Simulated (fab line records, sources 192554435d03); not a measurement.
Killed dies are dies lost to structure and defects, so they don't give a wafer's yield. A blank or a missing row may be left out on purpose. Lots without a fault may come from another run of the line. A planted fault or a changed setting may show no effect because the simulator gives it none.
One fault seen from 2 desks | flow n5_finfet | each desk has only its own numbers; what lay behind them comes last

THE METROLOGY DESK
What the gauges read, lot by lot, whatever tool the lot ran on: means of the sampled wafers that have a number. A lot is out of limits, marked OUT, if its mean lies more than 4 standard deviations from the usual mean; the brackets give that distance.
Columns: A = PASS_OPEN_OVL at N5_PASSIVATION_OVL_MEAS_66, usual -3 nm
lot  | first seen here | A
L244 | day 11 23:28    | 1
L246 | day 12 12:56    | 2
L245 | day 12 20:24    | 0
L252 | day 13 21:31    | -2
L253 | day 15 03:28    | -9
L258 | day 15 17:58    | -1
L264 | day 17 13:16    | -0
L261 | day 17 20:41    | -6
L262 | day 18 09:31    | -5
L265 | day 18 13:10    | 1
L266 | day 18 21:08    | -2
This desk's finding: nothing out of limits on any of the 11 lots.

THE TOOL OWNER'S DESK: rie_diel-02
The tool's own readings at N5_BEOL_M6_ETCH_66 (etches SOC in N2/H2, target depth 80 nm, overetch 16 nm, time 120 s): means of the sampled wafers that have a number, for each lot that ran on this tool. A lot is out of limits, marked OUT, if its mean lies more than 4 standard deviations from the usual mean; the brackets give that distance.
Columns: A = drypump_motor_current_A at N5_BEOL_M6_ETCH_66, usual 5.4 A; B = oes_product_au at N5_BEOL_M6_ETCH_66, usual 0.61 a.u.; C = rf_vpp_V at N5_BEOL_M6_ETCH_66, usual 525.6 V; D = showerhead_plenum_p_Torr at N5_BEOL_M6_ETCH_66, usual 2.61 Torr; E = throttle_valve_pct at N5_BEOL_M6_ETCH_66, usual 17.88 %
lot  | first seen here | A   | B    | C     | D    | E
L244 | day 8 17:44     | 5.9 | 0.64 | 528.1 | 2.67 | 17.64
L246 | day 9 06:42     | 5.7 | 0.62 | 527.6 | 2.67 | 17.70
L252 | day 10 16:14    | 5.5 | 0.60 | 524.9 | 2.59 | 17.81
L253 | day 11 07:20    | 5.0 | 0.58 | 524.9 | 2.60 | 17.95
L261 | day 14 13:49    | 5.7 | 0.58 | 524.7 | 2.59 | 17.77
L265 | day 14 19:35    | 5.1 | 0.55 | 523.7 | 2.55 | 18.02
L266 | day 15 12:05    | 5.4 | 0.58 | 527.6 | 2.66 | 17.83
This desk's finding: nothing out of limits on any of the 7 lots.

PUT TOGETHER
The metrology desk saw nothing out of limits.
The tool owner's desk saw nothing out of limits.

WHAT THE SIMULATOR HAD PUT IN
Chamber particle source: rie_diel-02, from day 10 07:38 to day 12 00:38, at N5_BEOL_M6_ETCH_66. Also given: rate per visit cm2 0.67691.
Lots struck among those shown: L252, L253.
